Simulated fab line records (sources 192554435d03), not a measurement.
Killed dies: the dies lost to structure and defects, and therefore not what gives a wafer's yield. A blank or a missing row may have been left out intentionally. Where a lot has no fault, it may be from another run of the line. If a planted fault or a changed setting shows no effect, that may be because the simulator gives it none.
Matching of chambers + flow n5_finfet + 3 sister chambers for N5_PASSIVATION_PECVD_55 on pecvd-03
The step deposits SiO2 from SiH4/N2O, target thk 400 nm, time 22.5 s. 3 wafers are shown with their chamber, then 11 later ones without.

WAFERS PAIRED WITH THEIR CHAMBERS
| wafer  | chamber | throttle_valve_pct (%) |
|--------|---------|------------------------|
| L083.6 | 1       | 52.3                   |
| L086.6 | 2       | 48.1                   |
| L092.1 | 0       | 52.7                   |

WAFERS WITHOUT THEIR CHAMBER
| wafer  | throttle_valve_pct (%) |
|--------|------------------------|
| L092.4 | 52.4                   |
| L092.6 | 48.3                   |
| L094.3 | 52.8                   |
| L094.4 | 52.2                   |
| L094.6 | 53.0                   |
| L095.1 | 52.4                   |
| L095.5 | 48.5                   |
| L095.6 | 52.9                   |
| L096.1 | 52.5                   |
| L096.2 | 48.7                   |
| L096.4 | 49.0                   |

CHAMBER TAKEN BY EACH
| wafer  | from the rows above     | in truth |
|--------|-------------------------|----------|
| L092.4 | can't be placed: 1 or 0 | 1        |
| L092.6 | 2                       | 2        |
| L094.3 | can't be placed: 0 or 1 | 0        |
| L094.4 | can't be placed: 1 or 0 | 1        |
| L094.6 | can't be placed: 0 or 1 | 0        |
| L095.1 | can't be placed: 1 or 0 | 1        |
| L095.5 | 2                       | 2        |
| L095.6 | can't be placed: 0 or 1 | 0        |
| L096.1 | can't be placed: 0 or 1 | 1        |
| L096.2 | 2                       | 2        |
| L096.4 | 2                       | 2        |
Placed correctly: 4 of 11. Not placeable from these rows: 7 (in 7, the candidates include the true chamber). Number placed wrongly: 0.
How it was worked out, from the rows above alone: a wafer's distance from a chamber is the root of the sum, over the readings, of the square of ((its reading less the chamber's mean) divided by the reading's scatter). If the next closest chamber is less than 2 further off than the closest, the wafer can't be placed; otherwise it belongs to the closest. A chamber's mean is the mean of its shown wafers. The scatter: with one shown wafer a chamber, the root of the mean of the squares of how far each hidden wafer lies from its nearest shown one.
